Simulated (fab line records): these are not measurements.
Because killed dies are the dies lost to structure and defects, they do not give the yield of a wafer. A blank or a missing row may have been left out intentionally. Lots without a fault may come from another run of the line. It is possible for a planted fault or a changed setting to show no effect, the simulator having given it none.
Matching of chambers | flow n5-finfet | N5_ILD0_ALD_15 on ald-sin-01: 4 sister chambers
The step deposits SiNx, target thk 24 nm, pulse time 1 s, ald cycles 480. 4 wafers are shown with their chamber, then 7 later ones without.

## EACH WAFER AND ITS CHAMBER
wafer  | chamber | heater-power-w (W)
L077.6 | 2       | 839
L084.4 | 3       | 834
L085.2 | 0       | 776
L085.4 | 1       | 796

## WAFERS WHOSE CHAMBER IS MISSING
wafer  | heater-power-w (W)
L085.6 | 824
L091.1 | 779
L091.2 | 811
L091.4 | 855
L094.3 | 769
L094.4 | 864
L094.5 | 772

## WHICH CHAMBER EACH ONE RAN IN
wafer  | from the rows above               | in truth
L085.6 | can't be placed: 3 or 2 or 1      | 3
L091.1 | can't be placed: 0 or 1           | 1
L091.2 | can't be placed: 1 or 3 or 2 or 0 | 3
L091.4 | can't be placed: 2 or 3           | 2
L094.3 | can't be placed: 0 or 1           | 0
L094.4 | can't be placed: 2 or 3           | 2
L094.5 | can't be placed: 0 or 1           | 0
0 of 7 placed correctly. These rows do not allow placing 7 (true chamber among the candidates in 7). Placed wrongly: 0.
How it was worked out, from the rows above alone: a wafer's distance from a chamber is the root of the sum, over the readings, of the square of ((its reading less the chamber's mean) divided by the reading's scatter). The wafer belongs to the nearest chamber; if the next one is less than 2 further off, it can't be placed. A chamber's mean is the mean of its shown wafers. The scatter (one wafer shown for each chamber): square how far every hidden wafer sits from the nearest shown wafer, average those squares and take the square root.
